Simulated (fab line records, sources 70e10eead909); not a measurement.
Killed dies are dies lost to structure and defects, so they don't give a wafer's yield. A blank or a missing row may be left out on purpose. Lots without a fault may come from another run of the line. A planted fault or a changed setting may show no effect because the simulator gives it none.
Chamber matching | flow nand_harc | NHARC_A_BLC_STRIP_21 on rie_diel-04: 4 sister chambers
The step strips in O2. 16 wafers are shown with their chamber, then 8 later ones without.

WAFERS WITH THEIR CHAMBER
wafer  | chamber | showerhead_plenum_p_Torr (Torr) | drypump_motor_current_A (A) | rf_vpp_V (V)
L074.3 | 0       | 3.70                            | 6.5                         | 56.9
L074.4 | 2       | 3.44                            | 6.5                         | 56.8
L074.5 | 0       | 3.70                            | 6.5                         | 57.7
L080.1 | 0       | 3.70                            | 6.4                         | 57.5
L080.2 | 3       | 3.75                            | 6.0                         | 58.7
L080.3 | 1       | 3.49                            | 5.2                         | 57.4
L081.1 | 2       | 3.44                            | 6.5                         | 58.7
L081.3 | 3       | 3.75                            | 6.0                         | 59.4
L081.5 | 0       | 3.70                            | 6.4                         | 58.5
L084.1 | 2       | 3.43                            | 6.5                         | 57.1
L084.3 | 0       | 3.70                            | 6.5                         | 58.1
L084.4 | 3       | 3.75                            | 5.9                         | 58.0
L092.1 | 3       | 3.74                            | 5.9                         | 58.7
L092.2 | 1       | 3.49                            | 5.2                         | 56.2
L092.6 | 1       | 3.49                            | 5.2                         | 57.3
L093.1 | 2       | 3.43                            | 6.5                         | 57.1

SIGNATURES (means of the wafers above)
reading                  | chamber 0 | chamber 1 | chamber 2 | chamber 3 | scatter within a chamber
showerhead_plenum_p_Torr | 3.7000    | 3.4900    | 3.4350    | 3.7475    | 0.00382
drypump_motor_current_A  | 6.460     | 5.200     | 6.500     | 5.950     | 0.0428
rf_vpp_V                 | 57.740    | 56.967    | 57.425    | 58.700    | 0.681
Rule: a wafer's distance from a chamber is the root of the sum, over the readings, of the square of ((its reading less the chamber's mean) divided by the reading's scatter). The wafer belongs to the nearest chamber; if the next one is less than 2 further off, it can't be placed. The scatter: the root of (the sum of the squares of (reading less its chamber's mean) over the shown wafers, divided by (wafers less chambers)).

WAFERS WITHOUT THEIR CHAMBER
wafer  | showerhead_plenum_p_Torr (Torr) | drypump_motor_current_A (A) | rf_vpp_V (V)
L093.5 | 3.48                            | 5.2                         | 57.6
L093.6 | 3.43                            | 6.5                         | 58.1
L094.1 | 3.74                            | 6.0                         | 59.5
L094.4 | 3.48                            | 5.2                         | 56.5
L094.6 | 3.70                            | 6.4                         | 59.1
L097.1 | 3.48                            | 5.2                         | 57.6
L097.4 | 3.48                            | 5.2                         | 57.0
L097.6 | 3.43                            | 6.5                         | 57.2

WHICH CHAMBER EACH WENT THROUGH
wafer  | from the rows above | in truth
L093.5 | 1                   | 1
L093.6 | 2                   | 2
L094.1 | 3                   | 3
L094.4 | 1                   | 1
L094.6 | 0                   | 0
L097.1 | 1                   | 1
L097.4 | 1                   | 1
L097.6 | 2                   | 2
Placed correctly: 8 of 8. Can't be placed from these rows: 0. Placed wrongly: 0.
